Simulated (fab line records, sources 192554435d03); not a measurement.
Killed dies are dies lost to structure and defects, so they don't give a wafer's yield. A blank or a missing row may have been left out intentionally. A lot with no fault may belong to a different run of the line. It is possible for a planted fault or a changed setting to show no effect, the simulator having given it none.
Which tool is to blame? / flow n5_finfet / 33 wafers from 11 lots sampled at 3 of the route's 1938 steps

== WHAT EACH GAUGE READ, for each wafer ==
N5_BEOL_M11_THK_MEAS_01.
lot=L236; measured=day 9 19:08; on=film_metro-02; M11_ILD_THK (nm)=268 269 275
lot=L240; measured=day 10 18:58; on=film_metro-02; M11_ILD_THK (nm)=270 272 272
lot=L239; measured=day 10 19:38; on=film_metro-02; M11_ILD_THK (nm)=267 267 272
lot=L238; measured=day 10 22:12; on=film_metro-01; M11_ILD_THK (nm)=268 267 271
lot=L243; measured=day 11 16:11; on=film_metro-02; M11_ILD_THK (nm)=268 272 273
lot=L245; measured=day 11 18:31; on=film_metro-01; M11_ILD_THK (nm)=266 272 275
lot=L246; measured=day 12 06:38; on=film_metro-01; M11_ILD_THK (nm)=262 266 269
lot=L249; measured=day 13 10:35; on=film_metro-02; M11_ILD_THK (nm)=264 268 269
lot=L248; measured=day 13 13:00; on=film_metro-02; M11_ILD_THK (nm)=265 268 265
lot=L255; measured=day 15 02:12; on=film_metro-02; M11_ILD_THK (nm)=266 266 268
lot=L258; measured=day 15 17:22; on=film_metro-02; M11_ILD_THK (nm)=262 264 263

== WHICH TOOL RAN EACH LOT (tool, then ch and the chambers of the sampled wafers, then the start) ==
lot=L236; N5_BEOL_M10_CMP_52=cmp-02 ch 1,2,3, day 9 17:48; N5_BEOL_M10_DEP_56=pecvd-02 ch 1,2, day 9 18:17
lot=L240; N5_BEOL_M10_CMP_52=cmp-02 ch 1,3, day 10 17:51; N5_BEOL_M10_DEP_56=pecvd-02 ch 1,2, day 10 18:12
lot=L239; N5_BEOL_M10_CMP_52=cmp-04 ch 0,1,3, day 10 18:25; N5_BEOL_M10_DEP_56=pecvd-04 ch 0,1, day 10 18:46
lot=L238; N5_BEOL_M10_CMP_52=cmp-04 ch 0,1,2, day 10 21:07; N5_BEOL_M10_DEP_56=pecvd-04 ch 0,1, day 10 21:27
lot=L243; N5_BEOL_M10_CMP_52=cmp-04 ch 1,2,3, day 11 15:13; N5_BEOL_M10_DEP_56=pecvd-03 ch 1,2, day 11 15:28
lot=L245; N5_BEOL_M10_CMP_52=cmp-02 ch 0,1, day 11 17:25; N5_BEOL_M10_DEP_56=pecvd-04 ch 0,2, day 11 17:47
lot=L246; N5_BEOL_M10_CMP_52=cmp-01 ch 0,1,2, day 12 05:33; N5_BEOL_M10_DEP_56=pecvd-03 ch 0,1,2, day 12 05:55
lot=L249; N5_BEOL_M10_CMP_52=cmp-01 ch 1,3, day 13 09:17; N5_BEOL_M10_DEP_56=pecvd-04 ch 0,1, day 13 09:38
lot=L248; N5_BEOL_M10_CMP_52=cmp-04 ch 0,1,2, day 13 11:50; N5_BEOL_M10_DEP_56=pecvd-02 ch 0,2, day 13 12:10
lot=L255; N5_BEOL_M10_CMP_52=cmp-02 ch 0,1,2, day 15 01:07; N5_BEOL_M10_DEP_56=pecvd-03 ch 0,1,2, day 15 01:29
lot=L258; N5_BEOL_M10_CMP_52=cmp-04 ch 0,2, day 15 16:18; N5_BEOL_M10_DEP_56=pecvd-02 ch 1,2, day 15 16:38
- N5_BEOL_M10_CMP_52: polishes, stops on SiCOH lowk, t overpolish 7 s, target thk 140 nm.
- N5_BEOL_M10_DEP_56: deposits SiCN from 3MS/NH3, target thk 15 nm, time 26.5 s.

== THE ANSWER, worked out from the rows above alone ==
Rule: the lots themselves supply what counts as usual. The widest of any qualifying gaps counts: lots, ordered by their means at a reading, are off when they make up no more than a third of the lots, leave a main group of 4 or more, and stand apart from it by 3 or more times the standard deviation of that group's means. A main group whose means are all the same, to the digits that the tables above print for the reading, isn't used. A lot without any number at a reading at which 4 lots or more have one is off too. The other lots that the step has rows for count as sound.
No lot is off at any reading shown: from this, nothing can be told.

== WHAT WAS PUT IN BY THE SIMULATOR ==
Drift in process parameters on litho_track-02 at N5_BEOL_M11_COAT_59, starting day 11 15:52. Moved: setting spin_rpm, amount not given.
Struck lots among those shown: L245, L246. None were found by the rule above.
